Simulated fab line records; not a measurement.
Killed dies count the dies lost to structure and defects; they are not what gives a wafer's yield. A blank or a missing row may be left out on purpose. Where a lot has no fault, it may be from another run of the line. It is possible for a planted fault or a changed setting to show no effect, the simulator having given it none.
8D (eight disciplines) problem report, filled in by code    flow n5Finfet    the parts of the form that need people (team, actions taken, sign-off) are left out

1. WHAT WENT WRONG
Wafers without a fault read 205.04 C, standard deviation 0.18; plateTempC at N5_BEOL_M2_COAT_73 reads a mean of 211.57 C on 6 wafers belonging to 2 lots. That is +36 standard deviations from the usual mean.
The step: time 60 s, resist thk 5 nm.
First seen on wafer L241.1, day 7 03:00, on lithoTrack-04. Wafers with a number at this step in the record: 32, from 11 lots. By rule, "out" or "out of limits" means more than 4 standard deviations away from the usual mean. All remaining wafers that have a number are taken as sound.

2. WHAT IT IS AND WHAT IT IS NOT
question                     is                             is not
which readings at this step  plateTempC, heaterPowerTotalW  spinSpeedRpm
which lots                   L241, L244                     L238, L239, L240, L253, L254, L256, L257, L259, L261
which wafers of those lots   all that have a number         -
read on which tools          lithoTrack-04                  lithoTrack-03, lithoTrack-05
when                         from day 7 03:00               up to then (8 sound wafers); but 18 sound wafers of L253, L254, L256, L257, L259, L261 came after

3. SUSPECTS, AND WHAT RULES EACH OUT
Counting: a tool stays on the suspect list if, at a process step up to the reading, it processed all lots that are out and no sound lot following the first of them.
- cvdCo-01 at N5_BEOL_M1_PRE_CLEAN_60 (time 15 s): ruled out as a lasting fault. Following L241 (day 7 01:28), the first lot on it that is out, the sound lots L254, L259 were run on it.
- lithoTrack-04 at N5_BEOL_M2_COAT_73 (time 60 s, resist thk 5 nm): ruled out as a lasting fault. Following L241 (day 7 03:00), the first lot on it that is out, the sound lots L257, L261, L259 were run on it.
Left after counting: nothing in the record.

4. THE CAUSE (what the simulator had put in)
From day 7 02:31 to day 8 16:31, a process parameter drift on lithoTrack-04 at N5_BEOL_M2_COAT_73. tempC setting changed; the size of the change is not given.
Counting ruled it out, wrongly.

5. THE CHAIN OF EFFECTS, in route order
Rows list readings where the struck wafers' mean (over those with a number) sits beyond 3 standard deviations from the usual. Readings are gone through only where the record gives a usual standard deviation; hours: the median, over the lots, of the time from a lot's start at the first step in this table giving one to that lot's start at this step; sigmas: the change measured in usual standard deviations.
hours  step                reading            usual     on struck wafers  change  sigmas
0      N5_BEOL_M2_COAT_73  heaterPowerTotalW  391.8 W   407.9             +16.1   +12
0      N5_BEOL_M2_COAT_73  plateTempC         205.04 C  211.57            +6.53   +36
Here are the process steps it includes:
- N5_BEOL_M2_COAT_73: time 60 s, resist thk 5 nm.
Later steps that measure or inspect, where all struck wafers having a row at the step show a number for every such reading and not one has moved that far: N5_BEOL_M4_RC_MEAS_101.

6. HOW IT WOULD HAVE BEEN CAUGHT EARLIER
In this record the first reading out of limits was taken at day 7 03:00, 0 hours after the fault began at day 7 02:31.
